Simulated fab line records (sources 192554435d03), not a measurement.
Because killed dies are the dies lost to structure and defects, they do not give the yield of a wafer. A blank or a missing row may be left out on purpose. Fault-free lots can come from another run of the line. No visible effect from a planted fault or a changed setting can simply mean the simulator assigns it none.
Split-lot trial | flow n5 finfet | 7 lots, 21 wafers read, on a route of 1938 steps

== ABOUT THE SPLIT ==
At N5_BEOL_M0_SAQP_CUT_ETCH_46 (etches SOC in N2/H2, target depth 135 nm, overetch 27 nm, time 202.5 s), the setting source w was moved away from the recipe's 840 W on 9 of the 21 wafers read, by -8.7% to +16.2%. This setting was run at the recipe's value on the other wafers.

The reading is taken at the split's own step.

== THE READING ==
rf vpp V, in V, at N5_BEOL_M0_SAQP_CUT_ETCH_46 (etches SOC in N2/H2, target depth 135 nm, overetch 27 nm, time 202.5 s). Typical for fault-free wafers on this fab line: 524.2 V, with standard deviation 2.6 V.

wafer  | tool, chamber at the split | source w as run, W | against the recipe | rf vpp V, V | against lot-mates on the recipe
L074.1 | rie diel-06, 2             | 938.9              | +11.8%             | 502.0       | no lot-mate on the recipe
L074.2 | rie diel-06, 0             | 938.9              | +11.8%             | 507.7       | no lot-mate on the recipe
L074.6 | rie diel-06, 1             | 938.9              | +11.8%             | 501.8       | no lot-mate on the recipe
L076.1 | rie diel-04, 2             | 840                | recipe             | 526.2       | -
L076.2 | rie diel-04, 0             | 840                | recipe             | 522.7       | -
L076.3 | rie diel-04, 1             | 767.1              | -8.7%              | 542.0       | +17.5
L082.1 | rie diel-04, 3             | 840                | recipe             | 528.5       | -
L082.4 | rie diel-04, 0             | 840                | recipe             | 521.2       | -
L082.6 | rie diel-04, 1             | 840                | recipe             | 527.9       | -
L087.4 | rie diel-03, 2             | 840                | recipe             | 526.5       | -
L087.5 | rie diel-03, 2             | 840                | recipe             | 526.2       | -
L087.6 | rie diel-03, 3             | 927.9              | +10.5%             | 505.3       | -21.1
L089.1 | rie diel-04, 2             | 840                | recipe             | 525.3       | -
L089.2 | rie diel-04, 1             | 975.8              | +16.2%             | 502.0       | -21.8
L089.4 | rie diel-04, 0             | 840                | recipe             | 522.2       | -
L094.1 | rie diel-04, 1             | 921.2              | +9.7%              | 510.6       | -13.7
L094.3 | rie diel-04, 0             | 840                | recipe             | 522.8       | -
L094.5 | rie diel-04, 2             | 840                | recipe             | 525.8       | -
L095.2 | rie diel-04, 0             | 969.9              | +15.5%             | 496.6       | -30.3
L095.4 | rie diel-04, 3             | 969.9              | +15.5%             | 502.8       | -24.1
L095.6 | rie diel-04, 1             | 840                | recipe             | 526.9       | -

THE FIT
A straight line over all 21 wafers: rf vpp V changes by -1.69 V for each +1% of source w; r = -0.98; the points scatter about the line by 2.7 V.
The same after taking each lot's own level away (the mean of its wafers on the recipe; 18 wafers): -1.68 V for each +1%; r = -0.97; scatter 2.8 V.
The reading moves by 27 V for the largest change in source w, on that fit.
The lots' own levels span 523.75 to 526.90 V, that is 1.2 times the standard deviation above.
The two slopes agree, so the slope changes little with the lot-to-lot level.
Check: -28.7 V against its lot-mates is what the line predicts for one of the wafers moved furthest among these (+16.2%) when that wafer is left out of the fit. Against them it came out at -21.8 V.
Tool readings at the split's step, against how far the setting was moved: rf vpp V r = -0.98.

== THE OTHER SPLITS THESE WAFERS WENT THROUGH ==
Other splits were also applied to these wafers ahead of the reading. Each is held against what the fit with the lots' levels taken away leaves over:
other split on the same wafers    | wafers away from the commonest value | r with rf vpp V (lot level and that fit taken away)
N5_BEOL_M0_SAQP_EXPOSE_37 dose mj | 8                                    | +0.13

== THE WHOLE CHAIN: every reading that the file lists as answering this split, in the file's order ==
step                        | what it does                                                           | reading                                                                               | change (the file's fit)                | r (the file's)
N5_BEOL_M0_SAQP_CUT_ETCH_46 | etches SOC in N2/H2, target depth 135 nm, overetch 27 nm, time 202.5 s | rf vpp V                                                                              | -1.64 V for each +1% of the setting    | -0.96
N5_BEOL_M0_SAQP_CUT_ETCH_46 | etches SOC in N2/H2, target depth 135 nm, overetch 27 nm, time 202.5 s | SiARC_of_BEOL_M0_SAQP_COAT_72.thk nm (the simulator's own value, which no gauge read) | -0.0514 nm for each +1% of the setting | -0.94

== THE FILE'S OWN FIT ==
rf vpp V changes by -1.64 V for each +1% of source w, r = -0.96.
